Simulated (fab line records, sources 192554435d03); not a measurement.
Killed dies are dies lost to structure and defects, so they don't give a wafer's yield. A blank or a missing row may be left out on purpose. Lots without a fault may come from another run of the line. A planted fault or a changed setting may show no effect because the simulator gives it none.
fab line records | flow n5_finfet
record lots=3 wafers=9 last_day=18
route steps=1938 shown BEOL_M8@1364 BEOL_M9@1401 PASSIVATION@1936
lots that met no fault: from a run of the same line without faults
start_h: hours from the record's first day to the start of the lot's first wafer shown | wait_h: hours since the lot's step before | " the same as in the row above | L1.1+2: a row that stands for several wafers | - no value, or no start given | * or withheld: withheld | < > ~ a bound
route shown NAME@n: a module of which the file shows steps, and the number in the route of the first | usual: mean/standard deviation of fault-free wafers | same: alike in all rows | chamber/n: place in a boat | sites: the reading at each site | _std_site: their standard deviation | _edge_site: outer sites' mean less inner sites' | radius_mm: how far each site lies from the wafer's centre | mask NAME#n: copy n | behind: the tool/chamber that last shaped the wafer | hold: why the lot was held/for how many hours/how that ended | device: the transistor (n, p or np) that didn't switch | end of line: the same wafers' tests at the end of the route | a step without rows: its recipe alone | killed: dies lost to structure and defects at the first sort, not the wafer's yield | map: a wafer's dies, x killed, . not, _ none there
set.NAME: the setting as run; set.NAME@STEP: as run at that earlier step | model.NAME: the simulator's own value behind a step, which no gauge read
lots at some steps of the route; a table a step, a row a wafer
services: from which hour (start_h, from the record's first day; less than 0 if before it) a tool's chamber was out of use, for how many hours, and why
## steps
# step N5_BEOL_M8_DEVELOP_27
# recipe develop_time_s=30 developer=TMAH resist=CAR-EUV rinse_liquid=surfactant_rinse dry=air_spin dev_temp_c=23
# step N5_BEOL_M8_DESCUM_33
# recipe chemistry=O2 time_s=7 source_power_w=50 bias_power_w=20 pressure_mtorr=20 rf_frequency_hz=2.712e+07 temp_c=40 resist=CAR-EUV o2_flow_sccm=225
# step N5_BEOL_M8_ETCH_72
# recipe chemistry=N2/H2 target=underlayer target_depth_a=65 mask_material=CAR-EUV time_s=5.2 ion_energy_ev=200 pressure_mtorr=30 source_w=840 bias_w=150 n2_flow_sccm=200 h2_flow_sccm=200 ends=cleared
# step N5_BEOL_M8_ETCH_65
# recipe chemistry=CF4 target=SiARC target_depth_a=156 mask_material=CAR-EUV time_s=26 ion_energy_ev=80 pressure_mtorr=40 source_w=545 bias_w=36 Ar_flow_sccm=100 cf4_flow_sccm=100 ends=cleared
# step N5_BEOL_M8_ETCH_66
# recipe chemistry=N2/H2 target=SOC target_depth_a=800 overetch_a=160 mask_material=SiARC temp_c=40 time_s=120 ion_energy_ev=200 pressure_mtorr=30 source_w=840 bias_w=150 n2_flow_sccm=200 h2_flow_sccm=200
# step N5_BEOL_M8_STRIP_69
# recipe chemistry=N2/H2 temp_c=40 n2_flow_sccm=200 h2_flow_sccm=200 rf_frequency_hz=6e+07
# step N5_BEOL_M8_STRIP_73
# recipe chemistry=N2/H2 temp_c=40 n2_flow_sccm=200 h2_flow_sccm=200 rf_frequency_hz=6e+07
# step N5_BEOL_M8_VIA_ETCH_34
# recipe chemistry=C4F6/O2 target=SiCOH_lowk target_depth_a=1255 mask_material=SOC taper_deg=4 time_s=50.5 ion_energy_ev=250 pressure_mtorr=30 source_w=345 bias_w=185 Ar_flow_sccm=300 C4F6_flow_sccm=10 O2_flow_sccm=10
# step N5_BEOL_M8_STRIP_76
# recipe chemistry=C4F6/O2 resist=SiARC rf_frequency_hz=6e+07
# step N5_BEOL_M8_STRIP_36
# recipe chemistry=N2/H2 power_w=450 temp_c=40 pressure_mtorr=20 rf_frequency_hz=6e+07 overash_fraction=0.3 bias_power_w=7 h2_frac=0.5 n2_flow_sccm=200 h2_flow_sccm=200
# usual chamber_pressure_mTorr=20.00/0.031 drypump_motor_current_A=5.5/0.47 n2_flow_sccm=200.1/0.6 oes_product_au=0.80/0.066 rf_vpp_V=59.0/1.5 showerhead_plenum_p_Torr=2.55/0.091 throttle_valve_pct=23.52/0.25
# columns lot.wafer tool chamber start_h wait_h chamber_pressure_mTorr drypump_motor_current_A n2_flow_sccm oes_product_au rf_hours_counter_h rf_vpp_V showerhead_plenum_p_Torr throttle_valve_pct
L871.2 rie_diel-06 1 266.47 0.0 20.01 6.0 201.1 0.86 67 59.7 2.69 23.62
L871.4 " 3 " " 19.99 5.0 199.9 0.87 56 58.7 2.67 23.43
L871.5 " 1 " " 20.02 5.9 200.4 0.86 - 59.0 2.69 23.59
L880.2 rie_diel-03 3 312.01 0.0 19.95 5.7 199.8 0.76 139 60.1 2.43 23.63
L880.3 " 2 " " 20.02 5.6 199.5 0.78 118 59.5 2.44 23.82
L880.6 " 3 " " 19.95 5.7 199.9 0.75 - 58.9 2.43 23.67
L886.2 rie_diel-06 0 355.88 0.0 19.99 5.3 200.9 0.83 76 54.5 2.57 23.76
L886.4 " 2 " " 20.04 5.4 199.6 0.85 42 60.9 2.56 23.36
L886.6 " 2 " " 19.99 5.4 200.1 0.87 - 59.2 2.56 23.36
# step N5_BEOL_M8_TRENCH_ETCH_37
# recipe chemistry=C4F6/O2 target_depth_a=934.78 target=SiCOH_lowk time_s=31.2 ion_energy_ev=250 pressure_mtorr=30 source_w=345 bias_w=185 Ar_flow_sccm=300 C4F6_flow_sccm=10 O2_flow_sccm=10
# step N5_BEOL_M8_ETCH_41
# recipe chemistry=CH3F/O2 target=SiCN target_depth_a=319 taper_deg=2 time_s=57.8 ion_energy_ev=120 mask_material=TiN pressure_mtorr=30 source_w=395 bias_w=75 Ar_flow_sccm=150 CH3F_flow_sccm=30 O2_flow_sccm=20
# step N5_BEOL_M8_STRIP_80
# recipe chemistry=N2/H2 time_s=10 power_w=450 temp_c=40 pressure_mtorr=20 rf_frequency_hz=6e+07 bias_power_w=7 n2_flow_sccm=200 h2_flow_sccm=200
# step N5_BEOL_M8_HM_STRIP_39
# recipe chemistry=peroxide_tin_strip material=TiN target_depth_a=250 temp_c=50 time_s=158
# step N5_BEOL_M8_SRD_40
# recipe time_s=30 temp_c=23 rinse_liquid=diw dry=ipa_marangoni
# step N5_BEOL_M8_PRECLEAN_42
# recipe chemistry=residue_remover time_s=60 temp_c=40
# step N5_BEOL_M8_SRD_43
# recipe time_s=30 temp_c=23 rinse_liquid=diw dry=ipa_marangoni
# step N5_BEOL_M8_CURE_75
# recipe temp_c=370 time_s=120 ambient=DMADMS/He material=SiCOH_lowk
# step N5_BEOL_M8_DEGAS_44
# recipe ambient=vacuum temp_c=250 time_s=60
# step N5_BEOL_M8_PRE_CLEAN_45
# recipe gas=H2/He time_s=30 temp_c=250
# step N5_BEOL_M8_ALD_77
# recipe material=TaN target_thk_a=20 temp_c=275 ald_precursor_family=PDMAT ald_co_reactant=NH3 pressure_torr=3 carrier_flow_sccm=1500 pulse_time_s=2 purge_time_s=3 co_reactant_purge_time_s=2 co_reactant_pulse_time_s=3 ald_cycles=40 precursor_vessel_temp_c=75 precursor_vessel_pressure_torr=26.25 precursor_vessel_carrier_sccm=1000
# step N5_BEOL_M8_SURFACE_TREAT_79
# recipe gas=Ar time_s=* ion_energy_ev=* ion_current_ma_cm2=0.5 pressure_mtorr=* ar_flow_sccm=30
# step N5_BEOL_M8_CVD_78
# recipe material=Co target_thk_a=20 temp_c=withheld precursor=CCTBA/H2 pressure_torr=30 time_s=142.3
# step N5_BEOL_M8_SPUTTER_48
# recipe material=Cu target_thk_a=100 temp_c=-20 bias_v=60 power_w=26000 chamber_pressure_pa=0.13 time_s=1.667
# step N5_BEOL_M8_ECD_50
# recipe material=Cu target_thk_a=3000
# step N5_BEOL_M8_ANNEAL_51
# recipe temp_c=225 time_s=90 ambient=N2
# step N5_BEOL_M8_CMP_52
# recipe stop_on=SiCOH_lowk t_overpolish_s=6.9 down_force_psi=1 platen_rpm=50 clearing_platen_down_force_psi=1.5 clearing_platen_rpm=50 post_cmp_clean=cu_alkaline target_thk_nm=80 clearing_platen_pad_velocity_m_s=0.99484 pad_velocity_m_s=0.99484
# step N5_BEOL_M8_PRE_CLEAN_55
# recipe gas=NH3 time_s=15 temp_c=withheld rf_power_w=300
# step N5_BEOL_M8_DEP_56
# recipe material=SiCN target_thk_a=100 temp_c=withheld precursor=3MS/NH3 pressure_torr=3 rf_w=202 time_s=17.5
# step N5_BEOL_M9_ILD_DEP_00
# recipe material=SiCOH_lowk target_thk_a=3085.1 temp_c=300 precursor=DEMS/porogen pressure_torr=5 rf_w=500 time_s=58
# step N5_BEOL_M9_CURE_71
# recipe temp_c=385 time_s=240 ambient=He/Ar material=SiCOH_lowk
# step N5_BEOL_M9_PECVD_70
# recipe material=SiO2 target_thk_a=200 temp_c=400 precursor=TEOS/O2 pressure_torr=5.5 rf_w=450 teos_flow_sccm=53.8 gas=O2 flow_sccm=3000 time_s=22.7
# step N5_BEOL_M9_HM_DEP_02
# recipe material=TiN target_thk_a=200 temp_c=25 chamber_pressure_pa=0.49996
# step N5_PASSIVATION_PROBE_49
# usual defect_limited_yield=91.2/1.4 killed_at_M0_to_M3=34/9.4 killed_at_M4_up=14/5.6 killed_at_contacts=13/7.8 killed_at_front_end=37/10 killed_at_other=4/3.3 killed_dies=103/17 killed_open=68/13 killed_short=33/8.2 sort_bin_5_function=5.1/0.92 sort_bin_6_memory=3.3/0.71 sort_n_pass=1077/17 sort_yield_pct=91.2/1.4
# same gross_dies=1180 killed_at_back_side=0 sort_bin_4_leakage[%]=0 sort_bin_8_speed[%]=0
# columns lot.wafer tool chamber start_h wait_h defect_limited_yield[%] killed_at_M0_to_M3 killed_at_M4_up killed_at_contacts killed_at_front_end killed_at_other killed_dies killed_open killed_short sort_bin_5_function[%] sort_bin_6_memory[%] sort_n_pass sort_yield_pct[%]
L886.2 prober-02 - 434.85 0.1 79.4 35 156 18 31 3 243 79 26 14.2 3.7 937 79.4
# killed by level:class
L886.2 BEOL_M8:unspecified=137 MOL_CONTACT_COAG:geometric_particle:open=15 FIN_SAQP:geometric_particle:open=9 BEOL_M1:geometric_particle:open=9 BEOL_M2:geometric_particle:open=9 BEOL_M4:geometric_particle:open=9 BEOL_M3:geometric_particle:open=7 FIN_SAQP:geometric_particle:short=5
# map L886.2 (x killed, . not)
_________________............________________
______________..xx.......x.x...._____________
___________......xxxx...x.....x....__________
__________.......xxx.x.xx..........._________
________........xxxxxxxxxxxx.x........_______
_______.......xxxxxxxxxxxxxxx.x...xx...______
______.x...x.x..xxxxxxxxxxxxx...x......._____
_____.........xxxxxxxxxxxxxxx......x.....____
____..xx....x.xxxxxxxxxxxxxx.x..x.........___
___............xxxxxxxxxxxxxxx.............__
___..........x.xxxxxxxxxxxxx..x............__
__.......x..x..xxxxxxxxxxxxx...........x.xx._
__..........x..xxxxxxxxxxx......x.....xx...._
_..................xxxx...x.x.............x..
_x.....x.............x..xx....x.x...x........
_.......x..........x.......x........x.....x..
_.....x..x...x.................x...x......x..
_.........................x................x.
_........x.............x....x...x.....x......
_.....x.x....x......................xx.......
_....................x.................x.....
__.........x..x.........xx.x....x.......x..._
__......x......x...x.x......................_
___.............x........................x.__
___.....x..x...............................__
____.x........x..x..............xx.x.x....___
_____.........................x.........x____
______....................x........x...._____
_______....x............x..x......x....______
________.x.......x....x...x..........._______
__________......x.x........x........_________
___________......................x.__________
______________.................._____________
_________________x...x...x...________________
# map L871.5 (x killed, . not)
_________________............________________
______________.....x............_____________
___________..............x..x...xx.__________
__________.x........................_________
________....x...........x......x......_______
_______......x.....x........x..........______
______....x..x.......x....x...xx........_____
_____..x.................x.............x.____
____....................................x.___
___x.x....x.....x.........x...........x..xx__
___..........x..........x..................__
__......x........x.........................._
__..........x..............................._
_....x.................................xxx...
_..x........xx...x.x.........................
_...........x.............x..................
_...x....x.x.......................x..x....x.
_x................x...x......x.x........x....
_.......xx.................x...........x..xx.
_..............x...........xx................
_............x......x....x...xx..............
__x.xx...x...................x............x._
__.x.....x.........x.......x...............x_
___............x....x.........x.x.......x.x__
___................x..................x....__
____.......x....x...xx...............x....___
_____.x...................xx.........x..x____
______.............x.xx................._____
_______......x...x.........x...........______
________.x..x.......x..x..x....x......_______
__________............x...x........._________
___________.............x..........__________
______________.................._____________
_________________.........x..________________
## services
# columns tool chamber start_h hours kind
rie_diel-03 1 265.87 8.3 repair
rie_diel-03 0 314.36 19.1 repair
rie_diel-03 1 319.35 9.5 repair
rie_diel-06 0 335.30 4.4 repair
rie_diel-03 3 338.59 11.0 repair
## key
first_sign step=N5_PASSIVATION_PROBE_49 reading=killed_at_M4_up direction=up sigmas=25 usual=14 struck=156
effect step=N5_PASSIVATION_PROBE_49 reading=defect_limited_yield direction=down sigmas=8.2 usual=91.2 struck=79.4
more_kills_born_at N5_BEOL_M8_STRIP_36@rie_diel-06=137
met_at N5_BEOL_M8_STRIP_36
struck_wafers L886.2
fault kind=chamber_particle_source tool=rie_diel-06 chamber=0 onset_h=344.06 steps=N5_BEOL_M8_STRIP_36 rate_per_visit_cm2=1.0363 end_h=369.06
